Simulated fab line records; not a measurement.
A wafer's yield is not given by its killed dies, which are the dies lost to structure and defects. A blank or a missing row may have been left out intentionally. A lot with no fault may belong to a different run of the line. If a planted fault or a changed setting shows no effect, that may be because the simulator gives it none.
Split-lot trial + flow n5 finfet + 7 lots, 21 wafers read, on a route of 1938 steps

## SPLIT DETAILS
At N5_SD_EPI_N_PEB_07 (peb time 60 s), the setting peb time s was moved away from the recipe's 60 s on 6 of the 21 wafers read, by -11.1% to +22.1%. All remaining wafers had this setting at the recipe value.

## FROM THE SPLIT TO THE READING: what the file shows between them, 1 step
- N5_SD_EPI_N_DEVELOP_08: develop time 30 s

## THE READING
cd nm at N5_SD_EPI_N_CD_MEAS_09, given in nm (cd target 120 nm). Fault-free wafers of this fab line usually give 119.8 nm, standard deviation 0.72 nm.

| wafer  | tool, chamber at the split | peb time s as run, s | against the recipe | cd nm, nm | against lot-mates on the recipe |
|--------|----------------------------|----------------------|--------------------|-----------|---------------------------------|
| L074.2 | litho track-03, 0          | 60                   | recipe             | 120.0     | -                               |
| L074.4 | litho track-03, 0          | 60                   | recipe             | 120.2     | -                               |
| L074.6 | litho track-03, 0          | 54.91                | -8.5%              | 117.1     | -3.0                            |
| L077.1 | litho track-03, 0          | 60                   | recipe             | 119.5     | -                               |
| L077.4 | litho track-03, 0          | 60                   | recipe             | 119.8     | -                               |
| L077.6 | litho track-03, 0          | 60                   | recipe             | 120.3     | -                               |
| L078.1 | litho track-05, 0          | 60                   | recipe             | 120.4     | -                               |
| L078.2 | litho track-05, 0          | 60                   | recipe             | 120.5     | -                               |
| L078.4 | litho track-05, 0          | 60                   | recipe             | 119.6     | -                               |
| L082.1 | litho track-05, 0          | 53.34                | -11.1%             | 114.7     | -4.5                            |
| L082.2 | litho track-05, 0          | 60                   | recipe             | 119.1     | -                               |
| L082.3 | litho track-05, 0          | 60                   | recipe             | 119.2     | -                               |
| L083.2 | litho track-01, 0          | 60                   | recipe             | 118.5     | -                               |
| L083.5 | litho track-01, 0          | 63.53                | +5.9%              | 121.2     | +2.7                            |
| L083.6 | litho track-01, 0          | 63.53                | +5.9%              | 121.4     | +2.9                            |
| L087.1 | litho track-03, 0          | 60                   | recipe             | 119.9     | -                               |
| L087.2 | litho track-03, 0          | 73.23                | +22.1%             | 127.4     | +7.5                            |
| L087.4 | litho track-03, 0          | 73.23                | +22.1%             | 126.3     | +6.4                            |
| L093.1 | litho track-05, 0          | 60                   | recipe             | 120.1     | -                               |
| L093.3 | litho track-05, 0          | 60                   | recipe             | 119.9     | -                               |
| L093.5 | litho track-05, 0          | 60                   | recipe             | 119.8     | -                               |

FIT RESULTS
A straight line over all 21 wafers: cd nm changes by +0.334 nm for each +1% of peb time s; r = +0.97; the points scatter about the line by 0.6 nm.
The same after taking each lot's own level away (the mean of its wafers on the recipe; 21 wafers): +0.335 nm for each +1%; r = +0.99; scatter 0.45 nm.
According to that fit, moving peb time s by its largest amount changes the reading by 7.4 nm.
Measured against the standard deviation above, the lots' own levels, which go from 118.50 to 120.17 nm, span 2.3 times it.
The two slopes are in agreement: the lot-to-lot level therefore moves the slope only a little.
Check: with one of the wafers moved furthest among these (+22.1%) left out of the fit, the line predicts +7.31 nm for it against its lot-mates. It came out at +7.5 nm against them.

## ADDITIONAL SPLITS CARRIED BY THESE WAFERS
Other splits were also applied to these wafers ahead of the reading. Each is held against what the fit with the lots' levels taken away leaves over:
| other split on the same wafers        | wafers away from the commonest value | r with cd nm (lot level and that fit taken away) |
|---------------------------------------|--------------------------------------|--------------------------------------------------|
| N5_ZERO_LAYER_PECVD_02 time s         | 7                                    | +0.07                                            |
| N5_WELL_APT_PEB_06 peb time s         | 7                                    | -0.34                                            |
| N5_WELL_APT_DEVELOP_07 develop time s | 3                                    | +0.05                                            |
| N5_FIN_SAQP_PEB_14 peb time s         | 7                                    | -0.08                                            |

## THE WHOLE CHAIN: every reading that the file lists as answering this split, in the file's order
| step                    | what it does                                                | reading                                                         | change (the file's fit)               | r (the file's) |
|-------------------------|-------------------------------------------------------------|-----------------------------------------------------------------|---------------------------------------|----------------|
| N5_SD_EPI_N_CD_MEAS_09  | target cd 120 nm                                            | cd nm                                                           | +0.342 nm for each +1% of the setting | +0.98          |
| N5_SD_EPI_N_DESCUM_14   | chemistry O2, time 7.9 s                                    | SD_EPI_N.cd nm (the simulator's own value, which no gauge read) | +0.349 nm for each +1% of the setting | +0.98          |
| N5_SD_EPI_N_ETCH_34     | etches SiARC in CF4, target depth 45.5 nm, time 75.8 s      | SD_EPI_N.cd nm (the simulator's own value, which no gauge read) | +0.364 nm for each +1% of the setting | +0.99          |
| N5_SD_EPI_N_ETCH_35     | etches SOC in N2/H2, overetch 108 nm, time 486 s            | SD_EPI_N.cd nm (the simulator's own value, which no gauge read) | +0.392 nm for each +1% of the setting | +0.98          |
| N5_SD_EPI_N_ETCHBACK_44 | etches SiNx in CH3F/O2, stops on SiO2, target depth 14.5 nm | SD_EPI_N.cd nm (the simulator's own value, which no gauge read) | +0.395 nm for each +1% of the setting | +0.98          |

## FILE'S OWN FIT
cd nm changes by +0.342 nm for each +1% of peb time s, r = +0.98.
